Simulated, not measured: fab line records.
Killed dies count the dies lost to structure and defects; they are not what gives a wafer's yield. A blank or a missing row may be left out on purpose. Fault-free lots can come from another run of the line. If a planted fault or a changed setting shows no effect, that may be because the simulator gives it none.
fab line records	flow n5-finfet
record lots=6	wafers=18	last-day=16
route steps=1938 shown SD_ACTIVATION@332 ILD0@335 SDB@347 BEOL_M4@1111 PASSIVATION@1936
lots that met no fault: from a run of the same line without faults
start-h: the number of hours between the record's first day and the start of the first shown wafer of the lot	wait-h: time in hours since the lot's previous step	" identical to the entry in the row above	L1.1+2: several wafers, shown together as one row	- either no value or no given start	* or withheld: withheld	< > ~ a bound
route shown NAME@n: names a module that has steps shown in the file, with the first one's number in the route	usual: the fault-free wafers' mean and standard deviation	same: alike in all rows	chamber/n: place in a boat	sites: readings site by site	_std_site: standard deviation across them	_edge_site: the outer-site mean with the inner-site mean subtracted	radius-mm: for every site, how far away it sits from the centre of the wafer	mask NAME#n: copy n	behind: the tool/chamber that last shaped the wafer	hold: what put the lot on hold/how long, in hours/how the hold closed	device: whichever transistor did not switch (one of n, p or np)	end of line: at the end of the route, the tests of the same wafers	where a step has no rows: the recipe by itself	killed: not the wafer's yield, but the dies lost to structure and defects at the first sort	map: per-die view of a wafer (x killed, . not killed, _ where there is no die)
set.NAME: the setting as run; set.NAME@STEP: as run at that earlier step	model.NAME: the simulator's own value behind a step, which no gauge read
certain route steps with their lots: each step a table, each wafer a row
services: a tool's chamber out of use, with start hour (start-h, from the record's first day; less than 0 if before it), hours out, and reason
## steps
# step N5_SD_ACTIVATION_RS_MEAS_03
# recipe thk-meas-gauge=four-point-probe
# usual RS_SD_N=21.94/0.28	RS_SD_P=56.3/1.1
lot.wafer	tool	chamber	start-h	wait-h	RS_SD_N[ohm/sq]	RS_SD_P[ohm/sq]
L206.4	film-metro-01	-	76.84	0.1	21.68	57.1
L206.5	"	-	"	"	21.66	57.0
L206.6	"	-	"	"	21.82	57.0
L208.1	film-metro-02	-	86.98	0.2	22.36	54.5
L208.2	"	-	"	"	22.36	54.7
L208.4	"	-	"	"	22.06	54.6
L218.2	film-metro-02	-	156.46	0.2	22.15	58.8
L218.3	"	-	"	"	22.20	57.7
L218.5	"	-	"	"	22.10	58.0
L220.1	film-metro-02	-	164.98	0.2	21.84	55.4
L220.3	"	-	"	"	21.40	55.4
L220.4	"	-	"	"	21.42	55.4
L223.2	film-metro-01	-	178.44	0.2	21.91	57.1
L223.3	"	-	"	"	22.10	57.0
L223.6	"	-	"	"	22.09	56.7
L224.2	film-metro-01	-	185.85	0.2	22.45	56.6
L224.5	"	-	"	"	22.48	56.4
L224.6	"	-	"	"	22.45	56.3
# step N5_SD_ACTIVATION_INSPECT_02
# recipe inspect-instrument=darkfield	mode=post-anneal
# usual raw-defect-count=183/41
lot.wafer	tool	chamber	start-h	wait-h	raw-defect-count
L206.4	defect-inspect-02	-	77.12	0.1	124
L206.5	"	-	"	"	246
L206.6	"	-	"	"	162
L208.1	defect-inspect-01	-	87.30	0.2	138
L208.2	"	-	"	"	138
L208.4	"	-	"	"	148
L218.2	defect-inspect-01	-	156.77	0.1	146
L218.3	"	-	"	"	155
L218.5	"	-	"	"	144
L220.1	defect-inspect-02	-	165.30	0.2	217
L220.3	"	-	"	"	175
L220.4	"	-	"	"	223
L223.2	defect-inspect-02	-	178.74	0.1	248
L223.3	"	-	"	"	208
L223.6	"	-	"	"	246
L224.2	defect-inspect-02	-	186.15	0.1	155
L224.5	"	-	"	"	138
L224.6	"	-	"	"	166
# step N5_ILD0_LINER_00
# recipe material=SiNx	target-thk-a=40	temp-c=400	ald-precursor-family=SiH2I2	ald-co-reactant=N2/H2-plasma	pulse-time-s=1	purge-time-s=2	co-reactant-purge-time-s=2	ald-cycles=80	pressure-torr=2
# usual heater-power-w=772/120	precursor-pulse-height-rel=0.998/0.02
lot.wafer	tool	chamber	start-h	wait-h	heater-power-w	precursor-pulse-height-rel
L206.4	ald-sin-04	1	77.31	0.2	758	0.984
L206.5	"	1	"	"	750	0.999
L206.6	"	0	"	"	918	0.996
L208.1	ald-sin-03	3	87.69	0.4	717	1.015
L208.2	"	2	"	"	553	0.992
L208.4	"	3	"	"	719	1.020
L218.2	ald-sin-03	3	156.86	0.1	720	0.975
L218.3	"	1	"	"	788	0.999
L218.5	"	2	"	"	554	1.013
L220.1	ald-sin-02	3	165.34	0.0	859	0.975
L220.3	"	1	"	"	690	1.028
L220.4	"	0	"	"	885	0.992
L223.2	ald-sin-04	0	179.13	0.4	970	0.988
L223.3	"	1	"	"	778	1.028
L223.6	"	1	"	"	781	0.992
L224.2	ald-sin-04	2	186.19	0.0	908	0.967
L224.5	"	2	"	"	899	1.027
L224.6	"	3	"	"	677	0.990
# step N5_ILD0_FCVD_FILL_01
# recipe material=SiO2_flowable	target-thk-a=2000	temp-c=100	pressure-torr=0.8	rf-w=2000	time-s=328.3
# step N5_ILD0_CURE_02
# recipe temp-c=450	time-s=1800	ambient=steam	idle-temp-c=400	ramp-up-c-per-min=5	ramp-down-c-per-min=3	densification-p-h2o-torr=640
# step N5_ILD0_CMP_03
# recipe stop-on=SiNx	t-overpolish-s=1.9	post-cmp-clean=alkaline-brush	down-force-psi=4.1491	platen-rpm=51.796	pad-velocity-m-s=1.0306	target-thk-nm=197.38
# usual motor-current-A=12.3/1	overpolish-run-s=1.901/0.0089	time-to-endpoint-s=70/4.5
lot.wafer	tool	chamber	start-h	wait-h	motor-current-A	overpolish-run-s	time-to-endpoint-s
L206.4	cmp-03	3	79.79	0.1	12.5	1.896	71
L206.5	"	0	"	"	12.9	1.904	67
L206.6	"	1	"	"	13.3	1.901	64
L208.1	cmp-03	1	90.41	0.0	13.3	1.908	64
L208.4	"	3	"	"	13.0	1.898	68
L208.2	"	0	"	"	13.9	1.899	65
L218.3	cmp-01	2	160.70	0.1	11.7	1.913	74
L218.2	"	3	"	"	14.5	1.882	75
L218.5	"	3	"	"	14.0	1.893	79
L220.3	cmp-01	0	167.70	0.0	11.5	1.900	73
L220.1	"	1	"	"	10.9	1.899	76
L220.4	"	3	"	"	14.9	1.893	76
L223.2	cmp-01	2	181.51	0.0	11.2	1.895	72
L223.3	"	3	"	"	14.3	1.910	75
L223.6	"	2	"	"	12.2	1.902	73
L224.2	cmp-03	3	188.59	0.1	12.7	1.906	74
L224.5	"	2	"	"	12.1	1.898	66
L224.6	"	3	"	"	13.0	1.892	73
# step N5_ILD0_THK_MEAS_04
# usual thk-nm=197.2/1.2
lot.wafer	tool	chamber	start-h	wait-h	thk-nm
L206.4	film-metro-02	-	79.97	-	195.4
L206.5	"	-	"	"	197.0
L206.6	"	-	"	"	197.5
L208.1	film-metro-02	-	90.70	-	197.8
L208.2	"	-	"	"	196.1
L208.4	"	-	"	"	196.8
L218.2	film-metro-01	-	160.99	-	197.9
L218.3	"	-	"	"	197.6
L218.5	"	-	"	"	198.8
L220.1	film-metro-02	-	168.00	-	198.2
L220.3	"	-	"	"	198.3
L220.4	"	-	"	"	199.6
L223.2	film-metro-01	-	181.81	-	197.1
L223.3	"	-	"	"	197.7
L223.6	"	-	"	"	196.4
L224.2	film-metro-01	-	188.85	-	197.6
L224.5	"	-	"	"	197.5
L224.6	"	-	"	"	198.0
# step N5_ILD0_CMP_07
# recipe stop-on=poly-Si	material=SiO2_flowable	t-overpolish-s=1.18	post-cmp-clean=alkaline-brush	down-force-psi=4.1491	platen-rpm=51.796	pad-velocity-m-s=1.0306	target-thk-nm=138.88
# usual motor-current-A=12.2/1.2
lot.wafer	tool	chamber	start-h	wait-h	motor-current-A
L206.4	cmp-01	3	80.00	0.0	15.1
L206.5	"	3	"	"	14.1
L206.6	"	0	"	"	11.6
L208.2	cmp-03	1	90.73	0.0	13.4
L208.4	"	2	"	"	11.2
L208.1	"	0	"	"	13.0
L218.2	cmp-01	1	161.17	0.2	10.8
L218.3	"	2	"	"	11.6
L218.5	"	1	"	"	11.5
L220.4	cmp-04	2	168.03	0.0	11.3
L220.3	"	3	"	"	12.4
L220.1	"	0	"	"	12.8
L223.3	cmp-04	3	181.87	0.1	11.6
L223.2	"	1	"	"	12.1
L223.6	"	2	"	"	11.3
L224.2	cmp-01	2	188.99	0.1	11.7
L224.6	"	3	"	"	14.8
L224.5	"	0	"	"	11.5
# step N5_ILD0_THK_MEAS_08
# usual thk-nm=139.0/1.1
lot.wafer	tool	chamber	start-h	wait-h	thk-nm
L206.4	film-metro-01	-	80.29	-	139.8
L206.5	"	-	"	"	139.5
L206.6	"	-	"	"	140.4
L208.1	film-metro-02	-	91.03	-	138.4
L208.2	"	-	"	"	137.9
L208.4	"	-	"	"	137.0
L218.2	film-metro-01	-	161.47	-	140.6
L218.3	"	-	"	"	138.5
L218.5	"	-	"	"	140.0
L220.1	film-metro-01	-	168.32	-	139.0
L220.3	"	-	"	"	139.5
L220.4	"	-	"	"	138.9
L223.2	film-metro-01	-	182.13	-	137.5
L223.3	"	-	"	"	139.5
L223.6	"	-	"	"	137.5
L224.2	film-metro-02	-	189.17	-	139.4
L224.5	"	-	"	"	139.0
L224.6	"	-	"	"	139.2
# step N5_ILD0_PRECLEAN_10
# recipe chemistry=NF3:NH3	afs-cycles=5	time-s=20	temp-c=30	sublimation-temp-c=180	sublimation-time-s=60	pressure-torr=3	rf-power-w=30
# step N5_ILD0_ALD_15
# recipe material=SiNx	target-thk-a=240	temp-c=400	ald-precursor-family=SiH2I2	ald-co-reactant=N2/H2-plasma	pulse-time-s=1	ald-cycles=480	purge-time-s=2	co-reactant-purge-time-s=2	pressure-torr=2
# usual heater-power-w=803/110	precursor-pulse-height-rel=0.999/0.021
lot.wafer	tool	chamber	start-h	wait-h	heater-power-w	precursor-pulse-height-rel
L206.4	ald-sin-04	2	81.01	0.2	907	0.983
L206.5	"	3	82.09	1.2	678	0.975
L206.6	"	0	"	"	942	0.982
L208.1	ald-sin-04	0	91.75	0.6	947	0.974
L208.2	"	2	"	"	906	0.981
L208.4	"	3	"	"	666	0.963
L218.2	ald-sin-03	2	164.29	2.1	554	1.019
L218.3	"	3	"	"	724	0.948
L218.5	"	1	165.38	2.9	780	0.981
L220.1	ald-sin-02	2	169.04	0.6	839	0.965
L220.3	"	0	"	"	897	1.003
L220.4	"	1	"	"	685	0.996
L223.2	ald-sin-04	1	182.89	0.5	771	0.998
L223.3	"	0	"	"	976	1.004
L223.6	"	3	183.98	1.1	694	0.990
L224.2	ald-sin-04	2	190.02	0.6	880	1.013
L224.5	"	3	191.10	1.3	678	1.003
L224.6	"	2	"	"	890	1.007
# step N5_ILD0_CMP_12
# recipe stop-on=poly-Si	material=SiNx	t-overpolish-s=6	post-cmp-clean=alkaline-brush	down-force-psi=2.5	platen-rpm=51.8	pad-velocity-m-s=1.0307	target-thk-nm=17.67
# usual motor-current-A=9.0/0.8	overpolish-run-s=6.000/0.0088	time-to-endpoint-s=29/3.3
lot.wafer	tool	chamber	start-h	wait-h	motor-current-A	overpolish-run-s	time-to-endpoint-s
L206.4	cmp-04	0	83.32	1.2	9.2	6.008	27
L206.5	"	1	"	"	8.5	5.987	26
L206.6	"	2	"	"	8.2	5.999	28
L208.1	cmp-03	1	93.98	1.2	9.7	6.015	23
L208.2	"	2	"	"	8.5	6.012	23
L208.4	"	3	"	"	9.2	6.004	26
L218.3	cmp-03	3	166.53	1.2	8.9	6.015	28
L218.2	"	1	"	"	9.3	5.994	25
L218.5	"	2	"	"	8.5	6.005	25
L220.3	cmp-03	2	171.24	1.1	9.0	5.993	23
L220.4	"	0	"	"	9.8	6.000	25
L220.1	"	1	"	"	10.1	6.005	25
L223.3	cmp-01	0	185.11	1.1	8.2	6.003	32
L223.2	"	1	"	"	8.1	6.003	34
L223.6	"	1	"	"	8.1	5.994	34
L224.2	cmp-01	2	192.30	1.2	9.0	6.006	32
L224.6	"	0	"	"	8.0	6.002	32
L224.5	"	1	"	"	8.6	5.994	32
# step N5_ILD0_THK_MEAS_13
# usual thk-nm=17.4/1.3
lot.wafer	tool	chamber	start-h	wait-h	thk-nm
L206.4	film-metro-02	-	83.50	-	15.5
L206.5	"	-	"	"	15.2
L206.6	"	-	"	"	16.1
L208.1	film-metro-02	-	94.24	-	15.8
L208.2	"	-	"	"	15.9
L208.4	"	-	"	"	16.0
L218.2	film-metro-02	-	166.79	-	15.6
L218.3	"	-	"	"	16.2
L218.5	"	-	"	"	15.4
L220.1	film-metro-01	-	171.54	-	15.3
L220.3	"	-	"	"	15.4
L220.4	"	-	"	"	16.3
L223.2	film-metro-01	-	185.40	-	17.7
L223.3	"	-	"	"	18.7
L223.6	"	-	"	"	17.6
L224.2	film-metro-02	-	192.53	-	17.8
L224.5	"	-	"	"	17.9
L224.6	"	-	"	"	16.5
# step N5_ILD0_INSPECT_06
# recipe inspect-instrument=darkfield	mode=post-cmp
# usual raw-defect-count=38/17
lot.wafer	tool	chamber	start-h	wait-h	raw-defect-count
L206.4	defect-inspect-01	-	83.53	0.0	26
L206.5	"	-	"	"	19
L206.6	"	-	"	"	25
L208.1	defect-inspect-02	-	94.27	0.0	38
L208.2	"	-	"	"	30
L208.4	"	-	"	"	21
L218.2	defect-inspect-01	-	166.81	0.0	836
L218.3	"	-	"	"	46
L218.5	"	-	"	"	61
L220.1	defect-inspect-01	-	171.56	0.0	878
L220.3	"	-	"	"	29
L220.4	"	-	"	"	53
L223.2	defect-inspect-01	-	185.43	0.0	31
L223.3	"	-	"	"	35
L223.6	"	-	"	"	29
L224.2	defect-inspect-01	-	192.55	0.0	18
L224.5	"	-	"	"	13
L224.6	"	-	"	"	35
# step N5_SDB_HM_DEP_00
# recipe material=SiNx	target-thk-a=400	temp-c=400	precursor=SiH4/NH3/N2	pressure-torr=1.5	rf-w=300	time-s=35.3
# usual heater-power-w=721/61	showerhead-plenum-p-Torr=5.12/0.078	throttle-valve-pct=39.9/1.8
lot.wafer	tool	chamber	start-h	wait-h	heater-power-w	showerhead-plenum-p-Torr	throttle-valve-pct
L206.4	pecvd-02	2	83.59	0.1	667	5.17	37.5
L206.5	"	0	"	"	645	5.10	38.1
L206.6	"	1	"	"	728	5.01	39.3
L208.1	pecvd-04	2	94.31	0.0	710	5.23	40.0
L208.2	"	0	"	"	708	5.01	38.7
L208.4	"	2	"	"	700	5.25	39.4
L218.2	pecvd-02	0	166.85	0.0	554	5.11	38.6
L218.3	"	2	"	"	745	5.15	37.3
L218.5	"	2	"	"	748	5.16	37.7
L220.1	pecvd-01	0	171.60	0.0	767	5.12	39.1
L220.3	"	2	"	"	771	5.23	43.5
L220.4	"	0	"	"	733	5.12	39.0
L223.2	pecvd-04	1	185.46	0.0	758	5.04	40.9
L223.3	"	2	"	"	707	5.23	40.4
L223.6	"	2	"	"	701	5.22	40.3
L224.2	pecvd-04	2	192.59	0.0	744	5.23	40.3
L224.5	"	1	"	"	690	5.06	40.7
L224.6	"	0	"	"	649	5.01	38.5
# step N5_BEOL_M4_RC_MEAS_101
# usual DIBL_N=36.5/1.4	DIBL_P=36.6/1.9	IOFF_N=0.167/0.029	IOFF_P=0.21/0.033	ION_N=674/12	ION_P=460/8.9	SS_N=71.6/0.57	SS_P=73.4/0.61	VT_N=249/3.3	VT_P=-250/3.3
lot.wafer	tool	chamber	start-h	wait-h	DIBL_N[mV/V]	DIBL_P[mV/V]	IOFF_N[nA/um]	IOFF_P[nA/um]	ION_N[uA/um]	ION_P[uA/um]	SS_N[mV/dec]	SS_P[mV/dec]	VT_N[mV]	VT_P[mV]
L206.4	prober-02	0	181.71	0.5	35.8	35.8	0.140	0.21	670	461	71.5	73.5	254	-252
L206.5	"	0	"	"	36.9	38.3	0.173	0.25	686	469	71.6	73.7	247	-249
L206.6	"	0	"	"	36.0	36.5	0.156	0.22	675	463	71.0	73.2	251	-249
L208.1	prober-01	0	195.80	0.0	33.3	32.2	0.110	0.16	649	460	69.8	72.3	254	-251
L208.2	"	0	"	"	35.8	34.8	0.144	0.21	661	459	71.8	73.1	253	-249
L208.4	"	0	"	"	37.9	37.2	0.194	0.23	666	456	71.6	73.8	245	-248
L218.2	prober-01	0	265.89	0.2	37.2	38.0	0.184	0.21	679	464	70.9	73.5	246	-249
L218.3	"	0	"	"	39.7	39.8	0.224	0.25	676	455	72.4	74.5	248	-249
L218.5	"	0	"	"	37.9	39.0	0.195	0.22	678	460	72.5	74.1	249	-250
L220.1	prober-02	0	269.21	0.0	38.8	39.3	0.201	0.22	677	452	72.3	73.5	248	-252
L220.3	"	0	"	"	38.2	38.8	0.181	0.21	666	450	71.6	74.3	246	-253
L220.4	"	0	"	"	39.2	39.4	0.201	0.22	674	452	73.1	74.1	250	-253
L223.2	prober-02	0	289.73	0.2	34.5	34.1	0.130	0.17	665	452	71.2	73.4	254	-255
L223.3	"	0	"	"	34.9	34.9	0.131	0.19	664	461	70.8	73.2	257	-253
L223.6	"	0	"	"	34.6	33.9	0.125	0.17	663	449	71.4	73.2	257	-255
L224.2	prober-02	0	295.33	0.2	36.9	38.4	0.195	0.26	682	473	71.7	73.6	243	-246
L224.5	"	0	"	"	34.3	34.8	0.140	0.20	667	461	70.7	73.1	251	-251
L224.6	"	0	"	"	37.8	39.7	0.221	0.30	698	475	71.8	74.1	243	-245
# step N5_PASSIVATION_PROBE_49
# usual defect-limited-yield=91.2/1.6	killed_at_M0_to_M3=34/11	killed_at_M4_up=14/5.7	killed-at-contacts=14/6.6	killed-at-front-end=37/10	killed-at-other=4/3.2	killed-dies=104/19	killed-on-rim=14/4.1	killed-open=69/13	killed-short=33/8.7	sort_bin_5_function=5.1/1	sort_bin_6_memory=3.3/0.76	sort-n-pass=1076/19	sort-yield-pct=91.2/1.6
# same gross-dies=1180	killed-at-back-side=0	sort_bin_4_leakage[%]=0	sort_bin_8_speed[%]=0
lot.wafer	tool	chamber	start-h	wait-h	defect-limited-yield[%]	killed_at_M0_to_M3	killed_at_M4_up	killed-at-contacts	killed-at-front-end	killed-at-other	killed-dies	killed-on-rim	killed-open	killed-short	sort_bin_5_function[%]	sort_bin_6_memory[%]	sort-n-pass	sort-yield-pct[%]
L208.1	prober-01	-	284.58	0.0	88.2	52	32	13	36	6	139	16	95	43	6.4	5.3	1041	88.2
L208.2	prober-01	-	284.63	0.1	88.7	67	13	14	33	6	133	21	86	47	6.6	4.2	1047	88.7
L208.4	prober-01	-	284.73	0.2	89.7	57	12	6	42	4	121	18	71	50	6.1	3.9	1059	89.7
L218.2	prober-01	-	366.15	0.1	48.9	16	3	6	577	1	603	79	33	19	34.7	12.1	577	48.9
L220.1	prober-02	-	379.08	0.0	47.1	22	14	3	582	3	624	75	52	16	34.1	14.4	556	47.1
L220.3	prober-02	-	379.18	0.1	92.2	40	14	5	31	2	92	20	71	21	5.0	2.5	1088	92.2
L220.4	prober-02	-	379.23	0.2	91.7	40	5	16	37	0	98	14	60	35	5.2	2.9	1082	91.7
L224.2	prober-02	-	394.98	0.1	91.4	40	19	8	35	0	102	17	63	33	4.6	3.7	1078	91.4
L224.5	prober-02	-	395.13	0.2	91.4	42	18	15	20	7	102	14	72	26	5.3	3.1	1078	91.4
L224.6	prober-02	-	395.18	0.3	92.5	30	25	7	19	7	88	20	61	26	4.4	2.9	1092	92.5
# killed by level:class
L208.1 BEOL_M4:geometric-particle:open=19 BEOL_M3:geometric-particle:open=13 BEOL_M0_SAQP:geometric-particle:short=10 BEOL_M0_SAQP:geometric-particle:open=9 MOL_CONTACT_COAG:geometric-particle:open=8 GATE_CUT:geometric-particle:short=7 FIN_SAQP:geometric-particle:open=5 FIN_SAQP:geometric-particle:short=5
L208.2 BEOL_M0_SAQP:geometric-particle:open=14 BEOL_M2:geometric-particle:open=14 MOL_CONTACT_COAG:geometric-particle:open=11 BEOL_M1:geometric-particle:open=11 BEOL_M0_SAQP:geometric-particle:short=10 GATE_CUT:geometric-particle:short=7 BEOL_M2:geometric-particle:short=7 FIN_SAQP:geometric-particle:short=6
L208.4 BEOL_M0_SAQP:geometric-particle:short=18 BEOL_M0_SAQP:geometric-particle:open=17 FIN_SAQP:geometric-particle:open=11 FIN_SAQP:geometric-particle:short=7 BEOL_M1:geometric-particle:open=7 MOL_CONTACT_COAG:geometric-particle:open=6 ILD0:geometric-particle:short=5 BEOL_M0:geometric-particle:open=5
L218.2 ILD0:unspecified=550 STI_FIN_REVEAL:geometric-particle:open=6 BEOL_M0_SAQP:geometric-particle:short=6 FIN_SAQP:geometric-particle:short=5 MOL_CONTACT_COAG:geometric-particle:open=4 FIN_SAQP:geometric-particle:open=3 DUMMY_GATE:geometric-particle:open=3 BEOL_M0_SAQP:geometric-particle:open=3
L220.1 ILD0:unspecified=555 FIN_SAQP:geometric-particle:open=7 BEOL_M3:geometric-particle:open=7 BEOL_M2:geometric-particle:open=5 BEOL_M7:geometric-particle:open=5 GATE_CUT:geometric-particle:short=4 BEOL_M4:geometric-particle:open=4 FIN_SAQP:geometric-particle:short=3
L220.3 BEOL_M3:geometric-particle:open=13 FIN_SAQP:geometric-particle:open=9 BEOL_M1:geometric-particle:open=8 BEOL_M0_SAQP:geometric-particle:open=7 BEOL_M8:geometric-particle:open=5 DUMMY_GATE:geometric-particle:open=4 MOL_CONTACT_COAG:geometric-particle:open=4 BEOL_M0_SAQP:geometric-particle:short=4
L220.4 MOL_CONTACT_COAG:geometric-particle:open=14 BEOL_M3:geometric-particle:open=9 BEOL_M0_SAQP:geometric-particle:short=8 BEOL_M2:geometric-particle:open=7 FIN_SAQP:geometric-particle:open=6 STI_FIN_REVEAL:geometric-particle:short=5 GATE_CUT:geometric-particle:open=5 FIN_SAQP:geometric-particle:short=4
L224.2 BEOL_M2:geometric-particle:open=10 FIN_SAQP:geometric-particle:open=6 MOL_CONTACT_COAG:geometric-particle:open=6 BEOL_M4:geometric-particle:open=6 BEOL_M0:geometric-particle:short=5 BEOL_M4:geometric-particle:short=4 GATE_CUT:geometric-particle:short=4 BEOL_M0_SAQP:geometric-particle:short=4
L224.5 MOL_CONTACT_COAG:geometric-particle:open=15 BEOL_M1:geometric-particle:open=11 BEOL_M4:geometric-particle:open=10 BEOL_M0_SAQP:geometric-particle:short=8 BEOL_M2:geometric-particle:open=7 FIN_SAQP:geometric-particle:open=5 STI_FIN_REVEAL:geometric-particle:open=5 BEOL_M1:geometric-particle:short=5
L224.6 BEOL_M4:geometric-particle:open=12 BEOL_M3:geometric-particle:open=8 STI_FIN_REVEAL:geometric-particle:open=7 MOL_CONTACT_COAG:geometric-particle:open=5 FIN_SAQP:geometric-particle:open=4 BEOL_M0_SAQP:geometric-particle:open=4 BEOL_M0_SAQP:geometric-particle:short=4 BEOL_M1:geometric-particle:open=4
# map L218.2 (x killed, . not)
_________________..x...x..xx.________________
______________.x...x..xxxx.x..x._____________
___________..xxx.x.xxxxxx...xxxx..x__________
__________..xx..x..x.xxxxx..x.xx.xxx_________
________.x.x..x.x..xxx..x.x.....x...xx_______
_______...xxxx....x..xxx.xxx.x.xxxx....______
______..x.xxx....x..x....xx.x.xx.xxxxx.._____
_____...xxx.xx.xx...xx..xx.xx...xxxxx..x.____
____xxx....xx..xx.xxx.x...x....x.xx.x.xxx.___
___x....x..x...xxx.x....x.x..xx...xxx.xx.x.__
___x.x.....x....xxx...xxxxxxx...xxx....xxxx__
__x...xx..xx.xxxx...xx..xx.xx.x.xxx.x..x.xxx_
__.xx.xx.x.xxx.x.xx....xxx.x...x.xxx.....xxx_
_...x......x.xxx..xx..xx...xxx...xxxxxx......
_xxx..x..x....x..x..x.xxxx..xxxx..x.xxxxx..xx
_x.xx.xx.xx.xx..xxx....x.x..x.....xx.xx..xx.x
_xxx.x..xxxx.xx.xxxxx...xxxx...xxxx.x..x...xx
_.x.xxxxx..x...xxxxxx...xxx.x..xxx.x.x.x.x...
_.x.x..xxxx.x..xx...x.xx.x.xx.xxxx..xx.x.xx..
_xx..x.xx....xxxx..xxx.xx.x....xx.x.xx.xxxx..
_....x...xxxxx...xx..xx..xxxx..x.x.x....xxxxx
__x.x.x.xx.x...x.x...x..xxx.x.xx.x.......x.._
__..x..xx..x..xxx.xxxx.x.x.xx....xx..x.x.xxx_
___xx.x..x.xxxxxxxx..xxxx.x....x.x.xx.x..x.__
___x.........xx.x.xx..x.x.x...x.xxx...xxxxx__
____xx.x.x...xxxxxxx.x..xxx.....x...xx.x..___
_____.x....x...x.xx.....xx.x.x....xxx....____
______xxxxx...xx...x.xx.x...x..xx..xx.xx_____
_______xxx.xxx.x.x..x.xxxxx...x.xxx...x______
________..x.x...xxx...xx.xx..xxxxx.xx._______
__________xx.....x.x...x....xx.....x_________
___________...xxxxxxxx.x..x..xxx.xx__________
______________.xxxxxxxx.xxx..xxx_____________
_________________x.x.xxxxxxxx________________
# map L220.1 (x killed, . not)
_________________.x.xxx.x...x________________
______________xx.x...x...x.xx.xx_____________
___________.xx.xx..xxx.xxxx.xx....x__________
__________....xxx..xxx.x........x..x_________
________xxxxx.xxx..xx.xx.xx.xx.x.xx..x_______
_______x....xx..xxx.x..x..x.x.x......xx______
______.xxx..x.x.xx.xx.x.xxxxx..x.xx.xx.x_____
_____x..x.xx.xxxx..x..x......x.xx.xx....x____
____.x.xxx.xx.xx.x...xxx..xxxxx.x.x..x.x.x___
___x..xxxxx..xxxxxxxxx..x..x...x.xx..xxxx..__
___.x.xx.xxxxx.x.x...x..xx..x.x...xxxxxx..x__
__x.xx.xxx.x.xxxxxxxx..xxx...x.xx.xxxxxx...._
__xx..x...xxx.x.x.......xxxxxx.x.x.xxx...xxx_
_xxxxxxxx.....x.xxx...xxxx....x..x.x..xx.x..x
_..xxx..xx...x.xx..x..xxxx..x.x.xxxx..xxx...x
_x..xxxxx....xxxxxx.x.xxxx.x...xxx.x.xx.x..xx
_x.x.xxxx...xxx...x......xxx.x.xx...xx.xx....
_.x.x..x..xxx.xxx..x.xxxxxx..x.xxx.xxx..xxxxx
_.xxx.xx...x.xxxxx..x...xxx..x....x.x.x.xx...
_xx.xx.x....xxx.x.....xx..xxx.....xx.x.x.xx..
_x.x..xxxx..x.xx.xxx.....x.xxxxxx.xxx.xxx.xx.
__.x..xxxx.xx....x.xxx.x.xxxx.xxxxxx...xx..._
__.x....xx.xx..xxxx.xx.xxxx..x..xx...xx.xxx._
___x..xx..x..xx....x.x..xxx....x.xxxx...xx.__
___xxxx.xxxxxxxx...xx..xxxxx.x.....xx..xx.x__
____.x.xx..xxx..xx.x.xx...x..x...x.x.x..xx___
_____.xxx..xx..xx.xxx..xx..xxxx.x.xxxxxx.____
______x..xx....xxxxxxxx.......x.xxxx.x.._____
_______....xx.xxx..x.x..xx.x....x.x.x..______
________.x.x.xx..x..x..xx.x...x..xx.xx_______
__________....x.....x..xx.....xx.x.._________
___________...xxx.xxxx.x.x.....x.xx__________
______________.x.xxxx...xx..x..._____________
_________________x..xxxxxxx..________________
## services
tool	chamber	start-h	hours	kind
cmp-03	-	53.80	7.9	pm
pecvd-02	1	61.26	2.1	scheduled-down
cmp-03	-	66.27	10.2	pm
ald-sin-03	1	74.73	13.9	repair
cmp-03	-	78.14	0.2	repair
ald-sin-02	-	87.48	14.0	pm
ald-sin-02	0	87.48	14.0	vent-cycle
ald-sin-02	1	87.48	14.0	vent-cycle
ald-sin-02	2	87.48	14.0	vent-cycle
ald-sin-02	3	87.48	14.0	vent-cycle
cmp-03	-	99.29	1.0	repair
ald-sin-02	-	101.48	2.8	pm
cmp-04	-	111.77	0.6	repair
cmp-03	-	112.91	4.7	repair
cmp-04	-	116.44	4.0	pm
pecvd-04	-	120.08	3.5	repair
cmp-04	-	120.44	-	consumable-replace:conditioner
cmp-04	-	120.44	-	consumable-replace:pad
cmp-04	-	124.14	4.6	pm
ald-sin-04	1	126.36	4.3	repair
pecvd-01	-	152.21	1.7	repair
cmp-01	-	179.60	0.8	repair
ald-sin-03	3	187.19	13.1	repair
cmp-04	-	190.60	2.6	repair
## key
first-sign step=N5_ILD0_INSPECT_06	reading=raw-defect-count	direction=up	sigmas=49	usual=38	struck=857
effect step=N5_PASSIVATION_PROBE_49	reading=killed-at-front-end	direction=up	sigmas=52	usual=37	struck=580
more-kills-born-at N5_ILD0_CMP_12@cmp-03=1105
met-at N5_ILD0_CMP_12
struck-wafers L218.2,L220.1
onset-between 93.98 166.53
fault kind=chamber-particle-source	tool=cmp-03	chamber=1	onset-h=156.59	steps=N5_ILD0_CMP_12	rate-per-visit-cm2=1.2277	end-h=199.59
